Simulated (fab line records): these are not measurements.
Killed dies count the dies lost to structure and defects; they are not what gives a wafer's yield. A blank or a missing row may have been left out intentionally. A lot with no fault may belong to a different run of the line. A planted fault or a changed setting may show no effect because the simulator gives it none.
Which tool is to blame?	flow n5Finfet	30 wafers from 10 lots sampled at 5 of the route's 1938 steps

WHAT THE GAUGES READ, wafer by wafer
N5_BEOL_M6_THK_MEAS_53: measures by xrf. Usual: M6_THK 80.1 nm, standard deviation 2.1.
lot	measured	on	M6_THK (nm)	flag
L173	day 9 16:14	filmMetro-01	79.1 83.4 84.4	
L172	day 10 00:07	filmMetro-01	78.0 79.7 76.5	
L175	day 10 07:44	filmMetro-02	81.8 80.4 79.1	
L171	day 10 21:41	filmMetro-02	75.6 80.4 86.7	
L178	day 10 22:13	filmMetro-02	82.0 81.4 81.8	
L176	day 10 22:08	filmMetro-01	77.4 82.2 79.1	
L186	day 13 16:41	filmMetro-02	79.9 81.4 83.5	
L187	day 13 19:05	filmMetro-01	76.3 80.1 77.8	
L192	day 15 05:04	filmMetro-02	79.6 80.5 79.0	
L194	day 15 12:07	filmMetro-02	77.4 80.2 77.8	

N5_BEOL_M6_RS_MEAS_57: uses a four-point probe to measure. Usual: M6_RS 0.287 ohm/sq, standard deviation 0.0088.
lot	measured	on	M6_RS (ohm/sq)	flag
L173	day 9 16:24	filmMetro-02	0.288 0.270 0.265	
L172	day 10 00:14	filmMetro-01	0.293 0.285 0.299	
L175	day 10 07:52	filmMetro-01	0.280 0.287 0.291	
L171	day 10 21:49	filmMetro-01	0.307 0.285 0.260	
L178	day 10 22:21	filmMetro-02	0.283 0.286 0.283	
L176	day 10 22:16	filmMetro-01	0.296 0.275 0.290	
L186	day 13 16:49	filmMetro-02	0.292 0.286 0.277	
L187	day 13 19:13	filmMetro-01	0.301 0.286 0.295	
L192	day 15 05:13	filmMetro-01	0.290 0.286 0.291	
L194	day 15 12:15	filmMetro-02	0.304 0.288 0.300	

WHAT TOOL EACH LOT RAN ON (gives the tool, then ch and the chambers of the sampled wafers, and finally the start)
lot	N5_BEOL_M6_PECVD_70	N5_BEOL_M6_CURE_75	N5_BEOL_M6_CMP_52
L173	pecvd-04 ch 0,1,2, day 9 08:35	uvCure-01 ch 0, day 9 12:50	cmp-04 ch 0,1,3, day 9 15:56
L172	pecvd-04 ch 0,2, day 9 16:03	uvCure-02 ch 0, day 9 20:53	cmp-03 ch 0,1, day 9 23:51
L175	pecvd-03 ch 0,1, day 9 23:01	uvCure-02 ch 1, day 10 03:40	cmp-03 ch 0,1,3, day 10 07:31
L171	pecvd-01 ch 1,2, day 10 11:57	uvCure-01 ch 2, day 10 19:07	cmp-04 ch 1,2,3, day 10 21:28
L178	pecvd-04 ch 0,1,2, day 10 15:17	uvCure-02 ch 1, day 10 19:16	cmp-03 ch 0,1,3, day 10 21:55
L176	pecvd-01 ch 0,1,2, day 10 15:47	uvCure-03 ch 0, day 10 19:18	cmp-02 ch 2,3, day 10 21:51
L186	pecvd-01 ch 0,1, day 13 08:47	uvCure-03 ch 2, day 13 13:22	cmp-02 ch 1,2,3, day 13 16:23
L187	pecvd-04 ch 1,2, day 13 10:43	uvCure-03 ch 2, day 13 15:52	cmp-02 ch 0,1,2, day 13 18:52
L192	pecvd-03 ch 0,1, day 14 20:41	uvCure-01 ch 0, day 15 02:23	cmp-03 ch 0,1,3, day 15 04:47
L194	pecvd-03 ch 0,1, day 15 01:49	uvCure-01 ch 2, day 15 10:12	cmp-02 ch 1,2,3, day 15 11:54
- N5_BEOL_M6_PECVD_70: deposits SiO2 from TEOS/O2, target thk 20 nm, time 22.7 s.
- N5_BEOL_M6_CURE_75: cures SiCOH lowk, time 120 s.
- N5_BEOL_M6_CMP_52: polishes, stops on SiCOH lowk, t overpolish 6.9 s, target thk 80 nm.

WHAT THE TOOLS THEMSELVES READ (means of the sampled wafers that have a number; where no wafer has one, the mark that the record gives instead)
N5_BEOL_M6_PECVD_70. Usual: heaterPowerW 734 W, standard deviation 110; showerheadPlenumPTorr 8.79 Torr, standard deviation 0.061; showerheadVppV 1313 V, standard deviation 53; throttleValvePct 22.7 %, standard deviation 1.1.
lot	tool	heaterPowerW (W)	showerheadPlenumPTorr (Torr)	showerheadVppV (V)	throttleValvePct (%)	flag
L173	pecvd-04	713	8.83	1340	23.8	
L172	pecvd-04	696	8.77	1307	22.6	
L175	pecvd-03	821	8.78	1294	21.7	
L171	pecvd-01	673	8.74	1333	22.6	
L178	pecvd-04	715	8.82	1332	23.9	
L176	pecvd-01	700	8.77	1327	22.7	
L186	pecvd-01	721	8.82	1316	23.1	
L187	pecvd-04	752	8.83	1328	24.1	
L192	pecvd-03	722	8.78	1326	21.4	
L194	pecvd-03	792	8.79	1293	21.7	

N5_BEOL_M6_CURE_75. Usual: lampPowerPct 52.31 %, standard deviation 0.05; wafer_temp_C_max 371.4, standard deviation 0.46.
lot	tool	lampPowerPct (%)	wafer_temp_C_max	flag
L173	uvCure-01	52.29	371.8	
L172	uvCure-02	52.33	371.3	
L175	uvCure-02	52.32	372.1	
L171	uvCure-01	52.30	370.8	
L178	uvCure-02	52.33	372.1	
L176	uvCure-03	52.30	371.0	
L186	uvCure-03	52.27	371.1	
L187	uvCure-03	52.28	371.7	
L192	uvCure-01	52.31	371.5	
L194	uvCure-01	52.30	371.1	

N5_BEOL_M6_CMP_52. Usual: barrierFieldEndpointS 28.5 s, standard deviation 0.86; edgeZonePressureFrac 1.001, standard deviation 0.0051; motorCurrentA 6.1 A, standard deviation 0.42; overpolishRunS 6.901 s, standard deviation 0.0083.
lot	tool	barrierFieldEndpointS (s)	edgeZonePressureFrac	motorCurrentA (A)	overpolishRunS (s)	flag
L173	cmp-04	29.2	1.003	6.2	6.898	
L172	cmp-03	27.9	1.002	5.9	6.907	
L175	cmp-03	28.6	0.997	5.9	6.901	
L171	cmp-04	28.9	0.995	6.3	6.900	
L178	cmp-03	27.8	0.999	5.8	6.901	
L176	cmp-02	28.4	1.005	5.9	6.902	
L186	cmp-02	32.6	1.006	6.0	5.919	OFF
L187	cmp-02	28.5	1.000	6.0	6.900	
L192	cmp-03	28.3	1.000	5.8	6.901	
L194	cmp-02	27.6	0.998	5.9	6.900	

THE ANSWER, worked out from the rows above alone
Rule: take the mean of a lot's wafers that have a number; if it is more than 3 standard deviations from the usual mean, the lot is off. A lot without any number at a reading at which 4 lots or more have one is off too. Any other lot the step has rows for is counted as sound. First the gauges in route order, then the tools' own readings, where a lot's mean is used as printed above. At the first step where some lot is off, the reading lying furthest off is the one used; lots without a number count as furthest.
Off, at N5_BEOL_M6_CMP_52 on overpolishRunS: L186.
A tool fits if, at that step or a process step before it, it ran every lot that is off, and no sound lot after the first of them. One fits: N5_BEOL_M6_PECVD_70 on pecvd-01. Its last sound lot is L176 (day 10 15:47), its first lot that is off L186 (day 13 08:47): a fault that began between those two fits.

WHAT HAD BEEN PUT IN BY THE SIMULATOR
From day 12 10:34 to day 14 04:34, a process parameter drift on pecvd-01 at N5_BEOL_M6_PECVD_70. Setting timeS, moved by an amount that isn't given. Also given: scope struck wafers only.
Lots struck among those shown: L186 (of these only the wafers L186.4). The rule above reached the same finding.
